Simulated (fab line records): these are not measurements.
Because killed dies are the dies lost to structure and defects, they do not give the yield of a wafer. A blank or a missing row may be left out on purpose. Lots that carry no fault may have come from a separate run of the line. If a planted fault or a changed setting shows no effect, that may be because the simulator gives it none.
A struck lot beside a sound one || flow n5-finfet || 39 out of 1938 route steps
Sound: the wafers L659.4, L659.5, L659.6. The struck wafers were L664.1, L664.2, L664.6. At the end, the cause is stated.
Each step with rows lists, per side, the tool, then ch with its chambers, then its first start. Under that, the readings that differ: sound wafers || struck wafers || difference of the means || sigmas: that difference in standard deviations of wafers without a fault.
alike: a reading whose means differ by less than 2 such deviations, as well as words and numbers matching on both sides. not compared: withheld readings; readings where some wafer has no value; bounds like >300 that might hide an equal value; numbers whose values overlap and for which the record gives no deviation.
Wherever a step has rows on one side only, a row that says differs or no value, or a row with sigmas, the two part there. Non-overlapping numbers with no deviation appear without sigmas and do not part them. A reading missing from all wafers of one side parts the sides only when that side holds two or more wafers.

first, 10 steps without rows for these wafers: N5_HKMG_FIN_ALD_72 (deposits W, target thk 2 nm, pulse time 1 s, purge time 2 s); N5_HKMG_FIN_W_FILL_22 (material W, target thk 60 nm, time 18.2 s); N5_HKMG_FIN_PRECLEAN_83 (cleans in DIW, time 57.5 s); N5_HKMG_FIN_SRD_84 (dry time 32 s); N5_HKMG_FIN_CMP_23 (polishes, stops on SiNx, t overpolish 10 s, target thk 46.326 nm); N5_HKMG_FIN_CMP_94 (polishes, stops on SiNx, t overpolish 4.7 s, target thk 43.299 nm); N5_GATE_CUT_ETCHBACK_00 (etches W in SF6/Cl2); N5_GATE_CUT_ETCH_56 (etches TiN in Cl2/Ar, target depth 21.6 nm); N5_GATE_CUT_ETCHBACK_30 (etches TiN in Cl2/Ar, target depth 3 nm); N5_GATE_CUT_VAPOR_ETCH_60 (etches HfO2 in BCl3/Cl2).
N5_GATE_CUT_ETCH_58: etches SiNx in CH3F/O2, target depth 17 nm, time 128.6 s.
  sound on rie-diel-06 ch 2,3, day 6 14:55; struck on rie-diel-06 ch 0,3, day 7 19:01
  no value came back on the struck wafers for any of 7 readings (CH3F_flow_sccm (sccm), O2_flow_sccm (sccm) and others); on the sound wafers CH3F_flow_sccm (sccm) reads 29.94 29.87 30.08
{"reading": "model.SiNx_of_SDB_ALD_29.thk-nm (nm)", "sound": "24.4 24.2 24.4", "struck": "27.2 27.2 27.2", "difference": "+2.9", "sigmas": ""}
  not compared: rf-hours-counter-h
then, 5 steps without rows for these wafers: N5_GATE_CUT_STRIP_59 (strips in N2/H2, time 20 s); N5_GATE_CUT_PRECLEAN_31 (cleans in DIW, time 300 s); N5_GATE_CUT_SRD_32 (time 30 s); N5_GATE_CUT_SAC_CAP_01 (material SiNx, target thk 24 nm, pulse time 1 s, ald cycles 480); N5_GATE_CUT_PECVD_57 (deposits SiNx from SiH4/NH3/N2, target thk 21 nm).
N5_GATE_CUT_CMP_02: polishes, stops on SiO2, t overpolish 12.7 s, target thk 0 nm.
  sound on cmp-04 ch 0,1,3, day 6 17:53; struck on cmp-01 ch 0,1,3, day 7 21:37
  alike: motor-current-A
  not compared: model.SiO2_flowable_of_ILD0_FCVD_FILL_01.thk-nm
then, 19 steps without rows for these wafers: N5_GATE_CUT_HM_DEP_46 (deposits SiO2 from TEOS/O2, target thk 130 nm, time 26.6 s); N5_GATE_CUT_COAT_34 (time 60 s, resist thk 60 nm); N5_GATE_CUT_COAT_35 (time 60 s, resist thk 10 nm); N5_GATE_CUT_COAT_27 (time 60 s, resist thk 10 nm); N5_GATE_CUT_COAT_07 (resist thk 30 nm); N5_GATE_CUT_EBR_09; N5_GATE_CUT_SOFTBAKE_08 (time 60 s); N5_GATE_CUT_EXPOSE_10 (exposes mask GATE CUT, target cd 20 nm); N5_GATE_CUT_PEB_11 (peb time 60 s); N5_GATE_CUT_DEVELOP_12 (develop time 30 s); N5_GATE_CUT_DESCUM_18 (chemistry O2, time 7 s); N5_GATE_CUT_ETCH_28 (etches underlayer in N2/H2, target depth 13 nm, time 10.4 s); N5_GATE_CUT_ETCH_36 (etches SiARC in CF4, target depth 13 nm, time 21.7 s); N5_GATE_CUT_ETCH_37 (etches SOC in N2/H2, target depth 60 nm, overetch 12 nm, time 90 s); N5_GATE_CUT_STRIP_38 (strips in N2/H2); N5_GATE_CUT_STRIP_39 (strips in N2/H2); N5_GATE_CUT_HM_OPEN_40 (chemistry C4F6/O2, target SiO2, target depth 139 nm, time 85.1 s); N5_GATE_CUT_STRIP_41 (strips in CF4); N5_GATE_CUT_STRIP_42 (strips in O2).
N5_MOL_CONTACT_COAG_WET_ETCH_116: etches the open film in SC1-inhibited, target depth 4.6 nm, rinse time 30 s.
  sound on wet-bench-01 ch 0,2,3, day 7 03:41; struck on wet-bench-05 ch 1,2,7, day 8 11:42
  alike: rinse-temp-c
  not compared: model.SiO2_flowable_of_ILD0_FCVD_FILL_01.thk-nm
-- the record jumps here: 3 days lie between the struck wafers' starts before and after (it left off in module MOL_CONTACT_COAG and takes up again in module BEOL_M4, whose first step shown is number 1111 of the route) --
N5_BEOL_M4_RC_MEAS_101:
  sound on prober-01 ch 0, day 10 09:53; struck on prober-02 ch 0, day 11 18:54
  alike: DIBL_N, DIBL_P, IOFF_N, IOFF_P, ION_N, ION_P, SS_N, SS_P, VT_N, VT_P
-- the record jumps here: 5 days lie between the struck wafers' starts before and after (it left off in module BEOL_M4 and takes up again in module PASSIVATION, whose first step shown is number 1936 of the route) --
N5_PASSIVATION_PROBE_49:
  sound on prober-01, day 14 08:49; struck on prober-01, day 16 13:20
  alike: defect-limited-yield, killed_at_M0_to_M3, killed_at_M4_up, killed-at-contacts, killed-at-front-end, killed-at-other, killed-dies, killed-open, killed-short, sort_bin_4_leakage, sort_bin_5_function, sort_bin_6_memory, sort-n-pass, sort-yield-pct

WHERE THEY PART
Only at N5_GATE_CUT_ETCH_58, within this record. Later steps at which nothing parts them and some readings are alike: N5_GATE_CUT_CMP_02, N5_MOL_CONTACT_COAG_WET_ETCH_116, N5_BEOL_M4_RC_MEAS_101, N5_PASSIVATION_PROBE_49.

WHY: whatever the simulator had introduced
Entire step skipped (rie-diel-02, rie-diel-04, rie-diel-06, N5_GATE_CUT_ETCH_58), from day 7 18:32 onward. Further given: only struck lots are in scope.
